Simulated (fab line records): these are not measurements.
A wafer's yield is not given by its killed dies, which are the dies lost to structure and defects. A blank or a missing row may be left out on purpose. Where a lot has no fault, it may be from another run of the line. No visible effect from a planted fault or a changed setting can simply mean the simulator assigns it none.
Matching of chambers    flow n5 finfet    N5_FIN_SAQP_ETCH_64 on rie si-06 has 4 sister chambers
The step etches SiO2 in CF4, target depth 1.5 nm. 8 wafers are shown with their chamber, then 10 later ones without.

WAFERS PAIRED WITH THEIR CHAMBERS
wafer   chamber  throttle valve pct (%)  drypump motor current A (A)
L081.6  1        21.65                   5.5
L083.4  2        22.02                   5.3
L083.6  0        21.56                   5.6
L086.1  3        21.73                   4.9
L086.2  0        21.57                   5.7
L086.3  2        22.01                   5.3
L087.2  1        21.66                   5.6
L087.4  3        21.73                   4.9

WAFERS MISSING THEIR CHAMBER
wafer   throttle valve pct (%)  drypump motor current A (A)
L087.6  21.56                   5.6
L088.1  22.02                   5.3
L088.3  21.72                   4.9
L088.4  21.63                   5.6
L090.1  21.56                   5.6
L090.2  21.64                   5.6
L090.4  21.73                   4.9
L093.1  22.02                   5.3
L093.2  21.56                   5.6
L093.6  21.56                   5.6

WHICH CHAMBER EACH WENT THROUGH
wafer   from the rows above  in truth
L087.6  0                    0
L088.1  2                    2
L088.3  3                    3
L088.4  1                    1
L090.1  0                    0
L090.2  1                    1
L090.4  3                    3
L093.1  2                    2
L093.2  0                    0
L093.6  0                    0
Correct placement for 10 of the 10. From these rows, 0 cannot be placed. 0 placed wrongly.
How it was worked out, from the rows above alone: a wafer's distance from a chamber is the root of the sum, over the readings, of the square of ((its reading less the chamber's mean) divided by the reading's scatter). If the next closest chamber is less than 2 further off than the closest, the wafer can't be placed; otherwise it belongs to the closest. A chamber's mean is the mean of its shown wafers. The scatter is the square root of a quotient: the sum, over the shown wafers, of each reading's squared deviation from its chamber's mean, divided by wafers minus chambers.
